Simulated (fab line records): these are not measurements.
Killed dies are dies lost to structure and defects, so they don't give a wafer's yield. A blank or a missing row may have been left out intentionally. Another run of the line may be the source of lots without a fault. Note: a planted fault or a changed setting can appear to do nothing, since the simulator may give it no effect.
8D (eight disciplines) problem report, filled in by code + flow nand-harc + the parts of the form that need people (team, actions taken, sign-off) are left out

1. THE ISSUE
Wafers with no fault read 25 with a standard deviation of 9.2, whereas killed-at-array at NHARC_END_SORT_01 reads a mean of 126 on 1 wafer of 1 lot. That puts it +11 standard deviations away from the usual mean.
First seen on wafer L175.4, day 21 21:26, on prober-02. The record holds 3 wafers of 1 lot with a number at this step. The rule behind "out" and "out of limits": a value lying over 4 standard deviations away from the usual mean. The other wafers with a number count as sound.

2. WHAT IT IS, WHAT IT ISN'T
| question                    | is                           | is not                                                          |
|-----------------------------|------------------------------|-----------------------------------------------------------------|
| which readings at this step | killed-at-array, killed-dies | killed-at-other, killed-at-periphery, killed-open, killed-short |
| which lots                  | L175                         | -                                                               |
| which wafers of those lots  | L175.4                       | L175.2, L175.3                                                  |
| read on which gauges        | prober-02                    | -                                                               |
| when                        | from day 21 21:26            | up to then (2 sound wafers)                                     |

3. SUSPECTS, AND WHAT RULES EACH OUT
Counting: any tool at a process step up to the reading remains a suspect provided it ran every lot that is out. Sound lots after the first of them don't rule it out here, since some wafers of a struck lot are sound.
- the gauge at NHARC_END_SORT_01 has been ruled out. All the wafers that are out were read on prober-02, but those of them that NHARC_A_CONTACT_ETCH_110 has rows for are out there too, on other tools.
- acl-dep-02 at NHARC_A_CONTACT_DEP_84 (deposits aC, target thk 2000 nm): kept. It ran the lot that is out, L175 (day 19 09:41).
- rie-diel-04 at NHARC_A_CONTACT_ETCH_88 (etches the open film in CF4, target depth 39 nm, time 65 s): kept. It ran the lot that is out, L175 (day 19 11:36).
- rie-diel-04 at NHARC_A_CONTACT_ETCH_110 (etches the open film in CF4/O2, target depth 50 nm, overetch 5 nm, time 27.5 s): kept. It ran the lot that is out, L175 (day 19 15:00). Its own readings are out on those wafers: oes-product-au.
- rie-diel-04 at NHARC_A_CONTACT_STRIP_26 (strips in O2): kept. It ran the lot that is out, L175 (day 21 19:50). NHARC_A_CONTACT_STRIP_26 gives no start for some lots, so the hours and the order of its lots are those of NHARC_END_SORT_01.
- At NHARC_A_CONTACT_ETCH_88, inside rie-diel-04: chamber 2 took the wafers that are out, while their sound lot-mates went through chambers 1, 3.
- At NHARC_A_CONTACT_ETCH_110, inside rie-diel-04: chamber 2 took the wafers that are out, while their sound lot-mates went through chambers 0, 3.
- At NHARC_A_CONTACT_STRIP_26, inside rie-diel-04: chamber 2 took the wafers that are out, while their sound lot-mates went through chambers 0, 3.
Left after counting: acl-dep-02 at NHARC_A_CONTACT_DEP_84, rie-diel-04 at NHARC_A_CONTACT_ETCH_88, rie-diel-04 at NHARC_A_CONTACT_ETCH_110, rie-diel-04 at NHARC_A_CONTACT_STRIP_26.

4. THE CAUSE (what the simulator had put in)
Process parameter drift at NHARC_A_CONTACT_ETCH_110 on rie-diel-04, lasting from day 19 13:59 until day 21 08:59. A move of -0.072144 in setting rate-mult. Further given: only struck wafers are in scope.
Counting left 4 suspects, and this tool is among them.

5. SEQUENCE OF EFFECTS, ordered by route
Each row: a reading whose mean over the struck wafers that have a number lies more than 3 standard deviations from the usual. Readings are gone through only where the record gives a usual standard deviation; hours: the median, over the lots, of the time from a lot's start at the first step in this table giving one to that lot's start at this step; sigmas: the change measured in usual standard deviations.
| hours | step                     | reading         | usual      | on struck wafers | change | sigmas |
|-------|--------------------------|-----------------|------------|------------------|--------|--------|
| 0     | NHARC_A_CONTACT_ETCH_110 | oes-product-au  | 1.001 a.u. | 0.949            | -0.052 | -5.8   |
| 54    | NHARC_END_SORT_01        | killed-at-array | 25         | 126              | +101   | +11    |
| 54    | NHARC_END_SORT_01        | killed-dies     | 30         | 132              | +102   | +11    |
Process steps it contains:
- NHARC_A_CONTACT_ETCH_110: etches the open film in CF4/O2, target depth 50 nm, overetch 5 nm, time 27.5 s.

6. HOW IT WOULD HAVE BEEN CAUGHT EARLIER
The first out-of-limits reading at a measuring or inspecting step in this record came at day 21 21:26, 55 hours after the fault's start at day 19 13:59.
At NHARC_A_CONTACT_ETCH_110, the tool's own readings (oes-product-au) were out on each struck wafer the step has a row for, so an alarm limit on them would have fired on the first such wafer.
All the lots that are out (1) had begun NHARC_A_CONTACT_ETCH_110 on rie-diel-04 by day 21 21:26. Tool hold at that time: it would have spared none of them.
